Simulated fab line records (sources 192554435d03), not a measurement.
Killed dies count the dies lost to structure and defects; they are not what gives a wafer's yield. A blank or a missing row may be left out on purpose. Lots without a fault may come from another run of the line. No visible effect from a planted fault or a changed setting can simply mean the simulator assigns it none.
Matching of chambers	flow n5 finfet	N5_BEOL_M8_CURE_75 on uv cure-02: 3 sister chambers
The step cures SiCOH lowk, time 120 s. 6 wafers are shown with their chamber, then 6 later ones without.

== EACH WAFER AND ITS CHAMBER ==
wafer	chamber	wafer_temp_C_max	lamp power pct (%)
L076.3	2	371.7	52.23
L076.6	2	371.6	52.37
L089.3	0	372.0	52.27
L089.4	0	372.3	52.31
L093.2	1	372.2	52.39
L093.3	1	371.6	52.30

== WAFERS WITH NO CHAMBER GIVEN ==
wafer	wafer_temp_C_max	lamp power pct (%)
L090.4	371.7	52.31
L090.5	371.3	52.30
L090.6	371.8	52.27
L095.1	372.0	52.28
L095.3	371.6	52.28
L095.5	371.6	52.30

== WHICH CHAMBER EACH WENT THROUGH ==
wafer	from the rows above	in truth
L090.4	can't be placed: 2 or 1 or 0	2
L090.5	can't be placed: 2 or 1 or 0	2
L090.6	can't be placed: 2 or 1 or 0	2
L095.1	can't be placed: 0 or 1 or 2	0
L095.3	can't be placed: 2 or 1 or 0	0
L095.5	can't be placed: 2 or 1 or 0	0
Correct placement for 0 of the 6. Not placeable from these rows: 6 (in 6, the candidates include the true chamber). Placed wrongly: 0.
How it was worked out, from the rows above alone: a wafer's distance from a chamber is the root of the sum, over the readings, of the square of ((its reading less the chamber's mean) divided by the reading's scatter). If the next closest chamber is less than 2 further off than the closest, the wafer can't be placed; otherwise it belongs to the closest. A chamber's mean is the mean of its shown wafers. How the scatter is found: for the shown wafers, subtract from each reading the mean of its chamber, square and add these, divide the total by (wafers less chambers), then take the root.
